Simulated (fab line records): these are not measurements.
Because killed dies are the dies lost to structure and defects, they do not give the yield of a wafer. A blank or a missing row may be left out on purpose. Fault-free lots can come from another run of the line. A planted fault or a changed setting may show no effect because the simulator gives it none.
fab line records    flow n5Finfet
record lots=7  wafers=21
route steps=1938 shown BEOL_M8@1344 BEOL_M9@1428 BEOL_M10@1513 BEOL_M11@1536
startH: hours from the record's first day to the start of the lot's first wafer shown    waitH: how many hours have passed since the lot's step before this one    " identical to the entry in the row above    L1.1+2: one row covering several wafers at once    - no value present, or no start provided    * or withheld: withheld    < > ~ a bound
route shown NAME@n: names a module that has steps shown in the file, with the first one's number in the route    usual: the fault-free wafers' mean and standard deviation    same: alike in all rows    chamber/n: place in a boat    sites: per-site readings    _std_site: standard deviation across them    _edge_site: the outer-site mean with the inner-site mean subtracted    radiusMm: how far each site lies from the wafer's centre    mask NAME#n: copy n    behind: the last tool/chamber to shape the wafer    hold: why the lot went on hold/how many hours it stayed there/how the hold came to an end    device: the transistor (n, p or np) that didn't switch    end of line: the tests these same wafers got at the end of their route    a step given without rows: its recipe and nothing more    killed: count of dies lost to structure and defects at first sort (not the wafer's yield)    map: a wafer's dies, marking killed ones x, the rest . and places with no die _
set.NAME: the setting the step ran with; set.NAME@STEP: the setting that earlier step ran with    model.NAME: the simulator's own value behind a step, which no gauge read
lots run with intentionally changed settings; tables by step, rows by wafer
## steps
# step N5_BEOL_M8_DEVELOP_10
# recipe developTimeS=30  developer=TMAH  resist=CAR-ArF  rinseLiquid=diw  dry=airSpin  devTempC=23
lot.wafer   tool           chamber  startH  waitH  set.developTimeS
L077.1      lithoTrack-05  0        -       -      34.48
L077.2+5    "              0        "       "      30
L078.1+4+6  lithoTrack-05  0        -       -      30
L086.2+4+5  lithoTrack-03  0        -       -      30
L087.2+3    lithoTrack-03  0        -       -      30
L087.5      "              0        "       "      28.12
L093.1+2+6  lithoTrack-05  0        -       -      30
L094.3+5    lithoTrack-02  0        -       -      28.31
L094.4      "              0        "       "      30
L097.3+4    lithoTrack-05  0        -       -      27.32
L097.6      "              0        "       "      30
# step N5_BEOL_M8_DESCUM_16
# recipe chemistry=O2  timeS=7.9  sourcePowerW=50  biasPowerW=20  pressureMtorr=20  rfFrequencyHz=2.712e+07  tempC=40  resist=CAR-ArF  o2FlowSccm=225
# step N5_BEOL_M8_ETCH_61
# recipe chemistry=CF4  target=SiARC  targetDepthA=455  maskMaterial=CAR-ArF  timeS=75.8  ionEnergyEv=80  pressureMtorr=40  sourceW=545  biasW=36  Ar_flow_sccm=100  cf4FlowSccm=100  ends=cleared
lot.wafer  tool        chamber  startH  waitH  set.pebTimeS@BEOL_M8_PEB_09  model.BEOL_M8.cdOffsetNm
L077.1+5   rieDiel-05  0,2      217.55  0.0    68.23                        3.2
L077.2     "           2        "       "      60                           -0.6
L078.1     rieDiel-06  1        219.58  0.0    60                           -0.6
L078.4     "           1        "       "      52.57                        -3.8
L078.6     "           2        "       "      60                           -0.4
L086.2     rieDiel-06  1        270.56  0.0    60                           0.4
L086.4     "           2        "       "      60                           1.6
L086.5     "           1        "       "      60                           0
L087.2+5   rieDiel-04  1,0      278.76  0.0    52.97                        -2.4
L087.3     "           3        "       "      52.97                        -2.2
L093.1+2   rieDiel-05  0,3      318.49  0.0    60                           0
L093.6     "           1        "       "      60                           0.4
L094.3     rieDiel-04  2        333.72  0.0    65.99                        1.4
L094.4     "           3        "       "      65.99                        2.6
L094.5     "           3        "       "      65.99                        3.4
L097.3+6   rieDiel-06  2,1      364.98  0.0    60                           -0.4
L097.4     "           0        "       "      64.59                        0.6
# step N5_BEOL_M8_ETCH_62
# recipe chemistry=N2/H2  target=SOC  targetDepthA=1100  overetchA=220  maskMaterial=SiARC  tempC=40  timeS=165  ionEnergyEv=200  pressureMtorr=30  sourceW=840  biasW=150  n2FlowSccm=200  h2FlowSccm=200
# step N5_BEOL_M8_STRIP_68
# recipe chemistry=N2/H2  tempC=40  n2FlowSccm=200  h2FlowSccm=200  rfFrequencyHz=6e+07
# step N5_BEOL_M8_HM_OPEN_17
# recipe chemistry=Cl2/BCl3  targetDepthA=200  overetchA=60  target=TiN  maskMaterial=SOC  ionEnergyEv=150  pressureMtorr=10  icpW=1000  biasW=126  Cl2_flow_sccm=53.25  bcl3FlowSccm=21.75  Ar_flow_sccm=25
# step N5_BEOL_M8_STRIP_19
# recipe chemistry=O2  powerW=400  tempC=40  pressureMtorr=30  rfFrequencyHz=6e+07  biasPowerW=0  overashFraction=0.2  o2FlowSccm=225
# step N5_BEOL_M8_CD_MEAS_18
# recipe pitchNm=80  targetCdNm=40
# usual cdNm=40.3/0.7
lot.wafer  tool      chamber  startH  waitH  set.pebTimeS@BEOL_M8_PEB_09  cdNm
L077.1     cdSem-01  -        218.20  0.0    68.23                        43.4
L077.2     "         -        "       "      60                           39.9
L077.5     "         -        "       "      68.23                        43.3
L078.1     cdSem-02  -        220.10  0.1    60                           39.5
L078.4     "         -        "       "      52.57                        36.2
L078.6     "         -        "       "      60                           39.8
L086.2     cdSem-03  -        271.07  0.1    60                           40.6
L086.4     "         -        "       "      60                           41.4
L086.5     "         -        "       "      60                           40.4
L087.2     cdSem-01  -        279.26  0.1    52.97                        38.6
L087.3     "         -        "       "      52.97                        38.2
L087.5     "         -        "       "      52.97                        37.4
L093.1     cdSem-02  -        318.92  0.0    60                           40.2
L093.2     "         -        "       "      60                           40.7
L093.6     "         -        "       "      60                           40.4
L094.3     cdSem-01  -        334.16  0.1    65.99                        41.9
L094.4     "         -        "       "      65.99                        42.7
L094.5     "         -        "       "      65.99                        43.4
L097.3     cdSem-02  -        365.41  0.1    60                           39.0
L097.4     "         -        "       "      64.59                        41.4
L097.6     "         -        "       "      60                           39.8
# step N5_BEOL_M8_EXPOSE_25
# recipe maskId=V7  na=0.33  sourceShape=annular  sigmaInner=0.4  sigmaOuter=0.8  polarization=unpolarized  targetCdNm=40  doseMj=42.5
lot.wafer   tool           chamber  startH  waitH  mask  set.doseMj
L077.1+2+5  euvScanner-01  0        219.06  -      V7#0  40.89
L078.1+4    euvScanner-01  0        220.27  -      V7#0  45.21
L078.6      "              0        "       "      V7#0  42.5
L086.2+4+5  euvScanner-01  0        271.25  -      V7#0  42.5
L087.2      euvScanner-01  0        281.62  -      V7#0  43.48
L087.3+5    "              0        "       "      V7#0  42.5
L093.1+2    euvScanner-02  0        320.00  -      V7#0  40
L093.6      "              0        "       "      V7#0  42.5
L094.3+4+5  euvScanner-01  0        336.37  -      V7#0  42.5
L097.3+4+6  euvScanner-02  0        367.58  -      V7#0  42.5
# step N5_BEOL_M8_PEB_26
# recipe pebTempC=100  pebTimeS=60  resist=CAR-EUV
# step N5_BEOL_M8_DEVELOP_27
# recipe developTimeS=30  developer=TMAH  resist=CAR-EUV  rinseLiquid=surfactantRinse  dry=airSpin  devTempC=23
# step N5_BEOL_M8_CD_MEAS_28
# recipe targetCdNm=40  landingEnergyEv=500  detector=seInlens
# usual cdNm=40.05/0.23
lot.wafer  tool      chamber  startH  waitH  set.doseMj@BEOL_M8_EXPOSE_25  cdNm
L077.1     cdSem-02  0        219.19  -      40.89                         39.36
L077.2     "         0        "       "      40.89                         39.07
L077.5     "         0        "       "      40.89                         39.31
L078.1     cdSem-02  0        220.40  -      45.21                         40.86
L078.4     "         0        "       "      45.21                         41.53
L078.6     "         0        "       "      42.5                          40.27
L086.2     cdSem-02  0        271.38  -      42.5                          40.10
L086.4     "         0        "       "      42.5                          40.13
L086.5     "         0        "       "      42.5                          40.11
L087.2     cdSem-01  0        281.75  -      43.48                         40.79
L087.3     "         0        "       "      42.5                          40.20
L087.5     "         0        "       "      42.5                          40.44
L093.1     cdSem-02  0        320.13  -      40                            38.58
L093.2     "         0        "       "      40                            38.65
L093.6     "         0        "       "      42.5                          39.93
L094.3     cdSem-01  0        336.49  -      42.5                          40.10
L094.4     "         0        "       "      42.5                          40.40
L094.5     "         0        "       "      42.5                          39.88
L097.3     cdSem-03  0        367.70  -      42.5                          39.58
L097.4     "         0        "       "      42.5                          40.10
L097.6     "         0        "       "      42.5                          39.99
# step N5_BEOL_M8_DESCUM_33
# recipe chemistry=O2  timeS=7  sourcePowerW=50  biasPowerW=20  pressureMtorr=20  rfFrequencyHz=2.712e+07  tempC=40  resist=CAR-EUV  o2FlowSccm=225
lot.wafer   tool        chamber  startH  waitH  set.doseMj@BEOL_M8_EXPOSE_25  model.BEOL_M8.cdNm
L077.1+5    rieDiel-05  0        219.32  0.0    40.89                         39
L077.2      "           1        "       "      40.89                         39.2
L078.1+4    rieDiel-05  0,1      220.66  0.2    45.21                         41.2
L078.6      "           2        "       "      42.5                          39.8
L086.2+5    rieDiel-05  1        271.54  0.1    42.5                          40.2
L086.4      "           2        "       "      42.5                          39.8
L087.2      rieDiel-06  3        281.87  0.0    43.48                         40.8
L087.3      "           0        "       "      42.5                          39.8
L087.5      "           3        "       "      42.5                          40.2
L093.1      rieDiel-06  2        320.26  0.0    40                            38.4
L093.2      "           0        "       "      40                            38.6
L093.6      "           1        "       "      42.5                          39.6
L094.3+4+5  rieDiel-04  1,3,0    336.64  0.1    42.5                          40
L097.3      rieDiel-06  2        367.83  0.0    42.5                          40
L097.4+6    "           2,0      "       "      42.5                          39.8
# step N5_BEOL_M8_ETCH_72
# recipe chemistry=N2/H2  target=underlayer  targetDepthA=65  maskMaterial=CAR-EUV  timeS=5.2  ionEnergyEv=200  pressureMtorr=30  sourceW=840  biasW=150  n2FlowSccm=200  h2FlowSccm=200  ends=cleared
lot.wafer   tool        chamber  startH  waitH  set.doseMj@BEOL_M8_EXPOSE_25  model.BEOL_M8.cdNm
L077.1+5    rieDiel-05  0        219.35  0.0    40.89                         39
L077.2      "           1        "       "      40.89                         39.2
L078.1+4    rieDiel-05  0,1      220.69  0.0    45.21                         41.2
L078.6      "           2        "       "      42.5                          39.8
L086.2+5    rieDiel-05  1        271.58  0.0    42.5                          40.2
L086.4      "           2        "       "      42.5                          39.8
L087.2      rieDiel-06  3        281.90  0.0    43.48                         40.8
L087.3      "           0        "       "      42.5                          39.8
L087.5      "           3        "       "      42.5                          40.4
L093.1+2    rieDiel-06  2,0      320.29  0.0    40                            38.4
L093.6      "           1        "       "      42.5                          39.8
L094.3+4+5  rieDiel-04  1,3,0    336.67  0.0    42.5                          40
L097.3      rieDiel-06  2        367.87  0.0    42.5                          40
L097.4+6    "           2,0      "       "      42.5                          39.8
# step N5_BEOL_M8_ETCH_65
# recipe chemistry=CF4  target=SiARC  targetDepthA=156  maskMaterial=CAR-EUV  timeS=26  ionEnergyEv=80  pressureMtorr=40  sourceW=545  biasW=36  Ar_flow_sccm=100  cf4FlowSccm=100  ends=cleared
lot.wafer  tool        chamber  startH  waitH  set.doseMj@BEOL_M8_EXPOSE_25  model.BEOL_M8.cdNm
L077.1+5   rieDiel-05  0        219.37  0.0    40.89                         39
L077.2     "           1        "       "      40.89                         39.2
L078.1     rieDiel-05  0        220.71  0.0    45.21                         41.2
L078.4     "           1        "       "      45.21                         41.4
L078.6     "           2        "       "      42.5                          39.8
L086.2+5   rieDiel-05  1        271.59  0.0    42.5                          40.2
L086.4     "           2        "       "      42.5                          39.8
L087.2     rieDiel-06  3        281.92  0.0    43.48                         40.8
L087.3     "           0        "       "      42.5                          39.6
L087.5     "           3        "       "      42.5                          40.4
L093.1     rieDiel-06  2        320.31  0.0    40                            38.6
L093.2     "           0        "       "      40                            38.4
L093.6     "           1        "       "      42.5                          39.8
L094.3+4   rieDiel-04  1,3      336.69  0.0    42.5                          40
L094.5     "           0        "       "      42.5                          39.8
L097.3     rieDiel-06  2        367.89  0.0    42.5                          40.2
L097.4     "           2        "       "      42.5                          40
L097.6     "           0        "       "      42.5                          39.6
# step N5_BEOL_M9_COAT_22
# recipe resist=CAR-EUV  spinRpm=1500  resistThkNm=30
lot.wafer   tool           chamber  startH  waitH  set.spinRpm  model.CAR-EUV_of_BEOL_M9_COAT_22.thkNm
L077.1      lithoTrack-01  0        -       -      1613         28.8
L077.2      "              0        "       "      1500         30
L077.5      "              0        "       "      1500         29.8
L078.1+4+6  lithoTrack-04  0        -       -      1500         30
L086.2+4+5  lithoTrack-01  0        -       -      1500         30.2
L087.2+5    lithoTrack-01  0        -       -      1500         30.2
L087.3      "              0        "       "      1341         32
L093.1+2+6  lithoTrack-01  0        -       -      1500         30
L094.3+4    lithoTrack-03  0        -       -      1582         29.2
L094.5      "              0        "       "      1500         30
L097.3+4    lithoTrack-03  0        -       -      1445         30.4
L097.6      "              0        "       "      1500         29.8
# step N5_BEOL_M9_ETCH_66
# recipe chemistry=N2/H2  target=SOC  targetDepthA=800  overetchA=160  maskMaterial=SiARC  tempC=40  timeS=120  ionEnergyEv=200  pressureMtorr=30  sourceW=840  biasW=150  n2FlowSccm=200  h2FlowSccm=200
lot.wafer  tool        chamber  startH  waitH  set.timeS  model.SiARC_of_BEOL_M9_COAT_64.thkNm
L077.1     rieDiel-02  1        227.64  0.0    145.6      5.2
L077.2     "           2        "       "      120        6.4
L077.5     "           3        "       "      145.6      5.6
L078.1     rieDiel-01  2        227.81  0.0    120        6.2
L078.4+6   "           3,2      "       "      93.97      7.4
L086.2+5   rieDiel-03  1        283.74  0.0    120        6.4
L086.4     "           2        "       "      120        6.6
L087.2+3   rieDiel-01  2,3      289.07  0.0    120        6
L087.5     "           3        "       "      112.3      6.4
L093.1     rieDiel-01  0        328.37  0.0    129.1      6.2
L093.2     "           2        "       "      129.1      5.6
L093.6     "           3        "       "      120        6
L094.3     rieDiel-03  3        344.60  0.0    131.2      5.6
L094.4     "           0        "       "      120        6.2
L094.5     "           1        "       "      131.2      5.8
L097.3     rieDiel-01  0        376.57  0.0    94.24      7.6
L097.4     "           1        "       "      120        6.6
L097.6     "           3        "       "      120        6
# step N5_BEOL_M10_ETCH_41
# recipe chemistry=CH3F/O2  target=SiCN  targetDepthA=426  taperDeg=2  timeS=86  ionEnergyEv=120  maskMaterial=TiN  pressureMtorr=30  sourceW=395  biasW=75  Ar_flow_sccm=150  CH3F_flow_sccm=30  O2_flow_sccm=20
# usual rfVppV=297.2/1.7
lot.wafer  tool        chamber  startH  waitH  set.sourceW  rfVppV
L077.1     rieDiel-06  2        -       -      395          295.5
L077.2     "           3        "       "      395          297.3
L077.5     "           0        "       "      395          296.9
L078.1     rieDiel-06  0        -       -      395          297.1
L078.4     "           0        "       "      395          296.4
L078.6     "           3        "       "      342.5        310.1
L086.2     rieDiel-05  3        -       -      395          297.7
L086.4     "           3        "       "      395          297.5
L086.5     "           1        "       "      395          296.6
L087.2     rieDiel-05  0        -       -      395          300.4
L087.3     "           1        "       "      395          296.4
L087.5     "           0        "       "      395          300.5
L093.1     rieDiel-06  0        -       -      354.6        306.4
L093.2     "           3        "       "      395          296.4
L093.6     "           1        "       "      354.6        307.8
L094.3     rieDiel-05  1        -       -      395          297.4
L094.4     "           0        "       "      369          306.9
L094.5     "           0        "       "      395          298.8
L097.3     rieDiel-05  2        -       -      395          298.9
L097.4     "           1        "       "      395          294.7
L097.6     "           3        "       "      395          295.8
# step N5_BEOL_M11_ILD_DEP_00
# recipe material=SiCOH_lowk  targetThkA=3085.1  tempC=300  precursor=DEMS/porogen  pressureTorr=5  rfW=500  timeS=58
lot.wafer  tool      chamber  startH  waitH  set.timeS  model.SiCOH_lowk_of_BEOL_M11_ILD_DEP_00.thkNm
L077.1     pecvd-01  0        237.89  0.0    58         310
L077.2     "         2        "       "      62.31      328.4
L077.5     "         1        "       "      62.31      340.8
L078.1     pecvd-01  2        238.68  0.0    55.82      292
L078.4     "         2        "       "      55.82      300.8
L078.6     "         1        "       "      58         314.6
L086.2     pecvd-01  2        295.75  0.0    58         306
L086.4     "         2        "       "      58         307.6
L086.5     "         0        "       "      58         314.4
L087.2     pecvd-02  2        299.47  0.0    58         307.2
L087.3     "         1        "       "      62.46      335
L087.5     "         2        "       "      62.46      334.4
L093.1     pecvd-03  2        340.64  0.0    50.39      265
L093.2     "         1        "       "      50.39      259.6
L093.6     "         1        "       "      50.39      265.4
L094.3     pecvd-03  0        357.39  0.0    58         303
L094.4     "         1        "       "      58         304.4
L094.5     "         0        "       "      62.2       329
L097.3     pecvd-03  0        386.70  0.1    58         312
L097.4     "         2        "       "      58         313.2
L097.6     "         2        "       "      58         312.8
# step N5_BEOL_M11_CURE_71
# recipe tempC=385  timeS=240  ambient=He/Ar  material=SiCOH_lowk
lot.wafer  tool       chamber  startH  waitH  set.timeS@BEOL_M11_ILD_DEP_00  model.SiCOH_lowk_of_BEOL_M11_ILD_DEP_00.thkNm
L077.1     uvCure-01  1        237.96  0.0    58                             269.4
L077.2     "          1        "       "      62.31                          285.6
L077.5     "          1        "       "      62.31                          296.6
L078.1     uvCure-01  1        238.76  0.0    55.82                          253.4
L078.4     "          1        "       "      55.82                          261.2
L078.6     "          1        "       "      58                             273.4
L086.2     uvCure-02  1        296.05  0.3    58                             265.8
L086.4     "          1        "       "      58                             267.2
L086.5     "          1        "       "      58                             273.2
L087.2     uvCure-02  0        300.02  0.5    58                             266.8
L087.3     "          0        "       "      62.46                          291.4
L087.5     "          0        "       "      62.46                          291
L093.1     uvCure-01  2        340.75  0.1    50.39                          229.6
L093.2     "          2        "       "      50.39                          225
L093.6     "          2        "       "      50.39                          230
L094.3     uvCure-02  1        357.63  0.2    58                             263.2
L094.4     "          1        "       "      58                             264.4
L094.5     "          1        "       "      62.2                           286.2
L097.3     uvCure-03  2        387.31  0.6    58                             271.2
L097.4     "          2        "       "      58                             272
L097.6     "          2        "       "      58                             271.8
# step N5_BEOL_M11_THK_MEAS_01
# recipe reads=SiCOH_lowk_of_BEOL_M11_ILD_DEP_00
# usual M11_ILD_THK=268/4.4
lot.wafer  tool          chamber  startH  waitH  set.timeS@BEOL_M11_ILD_DEP_00  M11_ILD_THK[nm]
L077.1     filmMetro-01  -        238.48  0.4    58                             269
L077.2     "             -        "       "      62.31                          286
L077.5     "             -        "       "      62.31                          297
L078.1     filmMetro-02  -        239.28  0.4    55.82                          253
L078.4     "             -        "       "      55.82                          261
L078.6     "             -        "       "      58                             273
L086.2     filmMetro-01  -        296.49  0.4    58                             266
L086.4     "             -        "       "      58                             267
L086.5     "             -        "       "      58                             273
L087.2     filmMetro-02  -        300.46  0.4    58                             267
L087.3     "             -        "       "      62.46                          291
L087.5     "             -        "       "      62.46                          291
L093.1     filmMetro-01  -        341.26  0.4    50.39                          230
L093.2     "             -        "       "      50.39                          225
L093.6     "             -        "       "      50.39                          230
L094.3     filmMetro-02  -        357.99  0.3    58                             263
L094.4     "             -        "       "      58                             264
L094.5     "             -        "       "      62.2                           286
L097.3     filmMetro-01  -        387.66  0.3    58                             271
L097.4     "             -        "       "      58                             272
L097.6     "             -        "       "      58                             272
# step N5_BEOL_M11_PECVD_70
# recipe material=SiO2  targetThkA=200  tempC=400  precursor=TEOS/O2  pressureTorr=5.5  rfW=450  teosFlowSccm=53.8  gas=O2  flowSccm=3000  timeS=22.7
lot.wafer  tool      chamber  startH  waitH  set.tempC  model.SiO2_of_BEOL_M11_PECVD_70.thkNm
L077.1     pecvd-02  2        238.51  0.0    382.2      22.2
L077.2     "         1        "       "      400        19.6
L077.5     "         0        "       "      400        20.6
L078.1     pecvd-01  1        239.31  0.0    386.2      21.6
L078.4     "         0        "       "      400        20.4
L078.6     "         1        "       "      400        20
L086.2     pecvd-03  1        296.52  0.0    400        19.6
L086.4     "         2        "       "      400        20
L086.5     "         1        "       "      400        19.8
L087.2     pecvd-02  1        300.49  0.0    400        19.6
L087.3     "         2        "       "      400        19.4
L087.5     "         0        "       "      400        20.2
L093.1     pecvd-01  2        341.30  0.0    412.1      18.4
L093.2     "         1        "       "      412.1      17.8
L093.6     "         1        "       "      400        19.8
L094.3     pecvd-03  0        358.02  0.0    400        20.6
L094.4     "         1        "       "      405        19.2
L094.5     "         2        "       "      405        19.6
L097.3     pecvd-02  1        387.70  0.0    400        20
L097.4     "         0        "       "      400        20.4
L097.6     "         1        "       "      400        20.2
# step N5_BEOL_M11_HM_DEP_02
# recipe material=TiN  targetThkA=200  tempC=25  chamberPressurePa=0.49996
# step N5_BEOL_M11_COAT_59
# recipe resist=SOC  tempC=250  timeS=60  spinRpm=1500  resistThkNm=100
# step N5_BEOL_M11_STRIP_77
# recipe chemistry=N2/H2  timeS=10  powerW=450  tempC=40  pressureMtorr=20  rfFrequencyHz=6e+07  biasPowerW=7  n2FlowSccm=200  h2FlowSccm=200
# step N5_BEOL_M11_HM_STRIP_39
# recipe chemistry=peroxideTinStrip  material=TiN  targetDepthA=250  tempC=50  timeS=158
lot.wafer  tool         chamber  startH  waitH  set.tempC@BEOL_M11_PECVD_70  model.SiO2_of_BEOL_M11_PECVD_70.thkNm
L077.1     wetBench-03  5        240.78  0.0    382.2                        22
L077.2     "            0        "       "      400                          19.4
L077.5     "            7        "       "      400                          20.4
L078.1     wetBench-02  6        242.92  0.0    386.2                        21.6
L078.4     "            5        "       "      400                          20.2
L078.6     "            7        "       "      400                          19.8
L086.2     wetBench-02  4        301.92  0.0    400                          19.4
L086.4     "            1        "       "      400                          20
L086.5     "            3        "       "      400                          19.6
L087.2+3   wetBench-04  1,4      304.49  0.0    400                          19.4
L087.5     "            2        "       "      400                          20
L093.1     wetBench-03  2        344.88  0.0    412.1                        18.4
L093.2     "            6        "       "      412.1                        17.8
L093.6     "            4        "       "      400                          19.8
L094.3     wetBench-03  2        361.31  0.0    400                          20.4
L094.4     "            1        "       "      405                          19.2
L094.5     "            3        "       "      405                          19.4
L097.3     wetBench-03  6        391.91  0.0    400                          19.8
L097.4+6   "            4,2      "       "      400                          20.2
## key
split step=N5_BEOL_M8_DEVELOP_10  setting=developTimeS  stated=30  by=wafer
response none clear
split step=N5_BEOL_M8_EXPOSE_25  setting=doseMj  stated=42.5  by=wafer
response step=N5_BEOL_M8_CD_MEAS_28  reading=cdNm  change=+0.183  per=1%  r=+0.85
response step=N5_BEOL_M8_DESCUM_33  reading=model.BEOL_M8.cdNm  change=+0.214  per=1%  r=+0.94
response step=N5_BEOL_M8_ETCH_72  reading=model.BEOL_M8.cdNm  change=+0.233  per=1%  r=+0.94
response step=N5_BEOL_M8_ETCH_65  reading=model.BEOL_M8.cdNm  change=+0.236  per=1%  r=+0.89
split step=N5_BEOL_M9_COAT_22  setting=spinRpm  stated=1500  by=wafer
response step=N5_BEOL_M9_COAT_22  reading=model.CAR-EUV_of_BEOL_M9_COAT_22.thkNm  change=-0.16  per=1%  r=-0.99
split step=N5_BEOL_M9_ETCH_66  setting=timeS  stated=120  by=wafer
response step=N5_BEOL_M9_ETCH_66  reading=model.SiARC_of_BEOL_M9_COAT_64.thkNm  change=-0.053  per=1%  r=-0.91
split step=N5_BEOL_M10_ETCH_41  setting=sourceW  stated=395  by=wafer
response step=N5_BEOL_M10_ETCH_41  reading=rfVppV  change=-1.06  per=1%  r=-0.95
split step=N5_BEOL_M11_ILD_DEP_00  setting=timeS  stated=58  by=wafer
response step=N5_BEOL_M11_ILD_DEP_00  reading=model.SiCOH_lowk_of_BEOL_M11_ILD_DEP_00.thkNm  change=+3.57  per=1%  r=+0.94
response step=N5_BEOL_M11_CURE_71  reading=model.SiCOH_lowk_of_BEOL_M11_ILD_DEP_00.thkNm  change=+3.16  per=1%  r=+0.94
response step=N5_BEOL_M11_THK_MEAS_01  reading=M11_ILD_THK  change=+3.15  per=1%  r=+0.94
split step=N5_BEOL_M11_PECVD_70  setting=tempC  stated=400  by=wafer
response step=N5_BEOL_M11_PECVD_70  reading=model.SiO2_of_BEOL_M11_PECVD_70.thkNm  change=-0.491  per=1%  r=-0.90
response step=N5_BEOL_M11_HM_STRIP_39  reading=model.SiO2_of_BEOL_M11_PECVD_70.thkNm  change=-0.504  per=1%  r=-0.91
split outsideThisFile step=N5_BEOL_M8_PEB_09 setting=pebTimeS
# split outsideThisFile: this setting was split too, and the file shows its column; the key of that split is in another file
